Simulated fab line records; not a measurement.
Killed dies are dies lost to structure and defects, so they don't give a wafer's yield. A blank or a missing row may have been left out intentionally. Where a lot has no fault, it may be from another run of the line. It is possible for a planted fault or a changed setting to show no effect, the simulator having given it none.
Chamber matching | flow n5 finfet | N5_BEOL_M11_DEP_56 on pecvd-02 has 3 sister chambers
The step deposits SiCN from 3MS/NH3, target thk 30 nm, time 10.5 s. 3 wafers are shown with their chamber, then 12 later ones without.

WAFERS, EACH WITH ITS CHAMBER
wafer  | chamber | showerhead plenum p Torr (Torr)
L088.1 | 2       | 4.132
L088.3 | 0       | 4.138
L088.5 | 1       | 4.189

WAFERS WITH NO CHAMBER GIVEN
wafer  | showerhead plenum p Torr (Torr)
L091.2 | 4.136
L091.3 | 4.194
L091.4 | 4.145
L093.2 | 4.137
L093.4 | 4.148
L093.5 | 4.120
L096.1 | 4.156
L096.3 | 4.201
L096.4 | 4.118
L097.2 | 4.156
L097.5 | 4.201
L097.6 | 4.123

EACH ONE'S CHAMBER
wafer  | from the rows above          | in truth
L091.2 | can't be placed: 0 or 2      | 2
L091.3 | 1                            | 1
L091.4 | can't be placed: 0 or 2      | 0
L093.2 | can't be placed: 0 or 2      | 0
L093.4 | can't be placed: 0 or 2      | 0
L093.5 | can't be placed: 2 or 0      | 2
L096.1 | can't be placed: 0 or 2 or 1 | 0
L096.3 | 1                            | 1
L096.4 | can't be placed: 2 or 0      | 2
L097.2 | can't be placed: 0 or 2 or 1 | 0
L097.5 | 1                            | 1
L097.6 | can't be placed: 2 or 0      | 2
Correct placement for 3 of the 12. Not placeable from these rows: 9 (in 9, the candidates include the true chamber). 0 placed wrongly.
How it was worked out, from the rows above alone: a wafer's distance from a chamber is the root of the sum, over the readings, of the square of ((its reading less the chamber's mean) divided by the reading's scatter). The wafer belongs to the nearest chamber; if the next one is less than 2 further off, it can't be placed. The mean given for a chamber averages the wafers shown for that chamber. The scatter: with one shown wafer a chamber, the root of the mean of the squares of how far each hidden wafer lies from its nearest shown one.
